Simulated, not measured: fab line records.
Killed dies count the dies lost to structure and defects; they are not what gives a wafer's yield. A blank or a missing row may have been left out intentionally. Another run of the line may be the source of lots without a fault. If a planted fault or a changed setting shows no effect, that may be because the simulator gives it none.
Problem report in the 8D (eight disciplines) form, filled by code -- flow n5-finfet -- the parts of the form that need people (team, actions taken, sign-off) are left out
Where a reading is given only as a bound, like >300, the bound stands for it, and a mean or a difference that rests on one is marked > or <: the true number lies beyond.

1. WHAT WENT WRONG
raw-defect-count at N5_BEOL_M13_INSPECT_30 reads a mean of >300 on 4 wafers of 3 lots; wafers without a fault read 1.9 with a standard deviation of 1.5. That is +99 or more standard deviations from the usual mean.
The step: inspects for defects (macro).
Seen first at day 12 19:40 on defect-inspect-01, wafer L892.4. The record holds 15 wafers of 5 lots with a number at this step. Rule for "out" (also "out of limits"): further than 4 standard deviations from the usual mean. All remaining wafers that have a number are taken as sound.

2. WHAT THIS IS AND IS NOT
question,is,is not
which readings at this step,raw-defect-count,-
which lots,"L891, L892, L894","L887, L904"
which wafers of those lots,"L891.3, L892.4, L894.2, L894.5","L891.2, L891.4, L892.1, L892.5, L894.6"
read on which gauges,"defect-inspect-01, defect-inspect-02",-
when,from day 12 19:40,"up to then (5 sound wafers); but 6 sound wafers of L891, L894, L904 came after"

3. WHAT RULES OUT EACH SUSPECT
Counting: a tool at a process step up to the reading stays a suspect if it ran every lot that is out. Sound lots after the first of them don't rule it out here, since some wafers of a struck lot are sound.
- the gauge at N5_BEOL_M13_INSPECT_30 has been ruled out. The wafers that are out were read on 2 gauges (defect-inspect-01, defect-inspect-02).
- plasma-asher-01 at N5_BEOL_M13_STRIP_64 (strips in N2/H2): kept. It processed each lot that is out (first: L892, day 12 19:00); up to then, its last sound lot is L887 (day 12 16:03).
- Within plasma-asher-01 at N5_BEOL_M13_STRIP_64, the wafers that are out were processed in chamber 1 and their sound lot-mates in chamber 0.
Left after counting: plasma-asher-01 at N5_BEOL_M13_STRIP_64.

4. THE CAUSE (what the simulator had put in)
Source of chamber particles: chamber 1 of plasma-asher-01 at N5_BEOL_M13_STRIP_64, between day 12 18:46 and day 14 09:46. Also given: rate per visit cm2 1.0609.
Counting left only this tool.

5. THE EFFECT CHAIN, in route order
One row per reading whose mean, taken over the struck wafers that have a number, lies over 3 standard deviations from the usual. Only readings whose record carries a usual standard deviation are examined. hours: median over the lots of the time between each lot's start at the first step of this table that gives one and its start at this step. sigmas: the change, counted in usual standard deviations.
hours,step,reading,usual,on struck wafers,change,sigmas
0,N5_BEOL_M13_INSPECT_30,raw-defect-count,1.9,>300,>+298,+99 or more
32,N5_PASSIVATION_PROBE_49,defect-limited-yield,90.9 %,80.4,-10.5,-7.5
32,N5_PASSIVATION_PROBE_49,killed_at_M4_up,14,147,+133,+25
32,N5_PASSIVATION_PROBE_49,killed-dies,107,231,+124,+7.3
32,N5_PASSIVATION_PROBE_49,sort_bin_5_function,5.3 %,12.1,+6.8,+7.2
32,N5_PASSIVATION_PROBE_49,sort-n-pass,1073,949,-124,-7.3
32,N5_PASSIVATION_PROBE_49,sort-yield-pct,90.9 %,80.4,-10.5,-7.0
Here are the process steps it includes:
- N5_PASSIVATION_PROBE_49

6. WHAT WOULD HAVE CAUGHT IT SOONER
In this record the first reading out of limits at a measuring or inspecting step was taken at day 12 19:40, 1 hour after the fault began at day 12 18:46.
No tool reading at N5_BEOL_M13_STRIP_64 that has a usual standard deviation in the record was out on any struck wafer, so an alarm limit of 4 standard deviations on those readings would not have fired.
L891, L894, from the lots that are out (3), started N5_BEOL_M13_STRIP_64 on plasma-asher-01 later than day 12 19:40. A hold on the tool at that time would have spared those 2.
